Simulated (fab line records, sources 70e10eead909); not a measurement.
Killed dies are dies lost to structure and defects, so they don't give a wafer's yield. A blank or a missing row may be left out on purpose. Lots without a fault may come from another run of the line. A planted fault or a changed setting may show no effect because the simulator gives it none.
Which tool did it? | flow nand_harc | 6 lots, 18 wafers sampled, at 5 steps of a route of 1302

WHAT THE GAUGES READ, wafer by wafer
NHARC_END_SORT_01.
lot  | measured     | on        | killed_at_array
L180 | day 25 04:36 | prober-02 | 55 52 44
L182 | day 25 20:53 | prober-01 | 63 56 48
L193 | day 31 03:37 | prober-02 | 54 52

WHICH TOOL RAN EACH LOT (tool, then ch and the chambers of the sampled wafers, then the start)
lot  | NHARC_A_CHANNEL_HOLE_D2_ETCH_44    | NHARC_A_CHANNEL_HOLE_D2_XSEM_32 | NHARC_A_CHANNEL_FILL_D2_ALD_02   | NHARC_A_CHANNEL_FILL_D2_ALD_25
L180 | rie_diel-06 ch 1,2,3, day 14 15:44 | xsem-02 ch 0, day 14 16:37      | ald_hk-02 ch 2,3, day 14 16:59   | ald_hk-03 ch 1,2,3, day 16 06:19
L182 | rie_diel-06 ch 1,2,3, day 15 09:09 | xsem-02 ch 0, day 15 10:10      | ald_hk-02 ch 0,1,3, day 15 10:31 | ald_hk-03 ch 0,1,3, day 17 02:19
L184 | rie_diel-02 ch 1,3, day 16 00:43   | xsem-02 ch 0, day 16 01:37      | ald_hk-01 ch 0,3, day 16 01:56   | ald_hk-01 ch 2,3, day 17 16:31
L193 | rie_diel-06 ch 1,2,3, day 19 20:09 | xsem-01 ch 0, day 19 21:11      | ald_hk-03 ch 1,2,3, day 19 21:37 | ald_hk-03 ch 0,2, day 21 10:58
L199 | rie_diel-06 ch 0,2, day 22 01:03   | xsem-01 ch 0, day 22 01:55      | ald_hk-02 ch 0,3, day 22 02:17   | ald_hk-01 ch 0,2,3, day 23 18:43
L201 | rie_diel-06 ch 0,2,3, day 23 00:21 | xsem-01 ch 0, day 23 01:13      | ald_hk-03 ch 0,1,3, day 23 01:31 | ald_hk-02 ch 0,1,2, day 24 16:16
- NHARC_A_CHANNEL_HOLE_D2_ETCH_44: etches the open film in CF4/O2, target depth 140 nm, overetch 14 nm, time 77 s.
- NHARC_A_CHANNEL_HOLE_D2_XSEM_32
- NHARC_A_CHANNEL_FILL_D2_ALD_02: deposits SiO2, target thk 6 nm, pulse time 10 s, ald cycles 60.
- NHARC_A_CHANNEL_FILL_D2_ALD_25: deposits SiOx, target thk 60 nm, pulse time 10 s, ald cycles 600.

THE ANSWER, worked out from the rows above alone
Rule: what is usual is taken from the lots themselves. Put in order of their means at a reading, lots are off if they are a third of the lots or fewer, leave a main group of 4 or more, and stand apart from it by a gap of 3 or more times the standard deviation of the main group's means; of several such gaps the widest counts. A main group whose means are all the same, to the digits that the tables above print for the reading, isn't used. A lot without any number at a reading at which 4 lots or more have one is off too. The other lots that the step has rows for count as sound.
No lot is off at any reading shown: from this, nothing can be told.

WHAT THE SIMULATOR HAD PUT IN
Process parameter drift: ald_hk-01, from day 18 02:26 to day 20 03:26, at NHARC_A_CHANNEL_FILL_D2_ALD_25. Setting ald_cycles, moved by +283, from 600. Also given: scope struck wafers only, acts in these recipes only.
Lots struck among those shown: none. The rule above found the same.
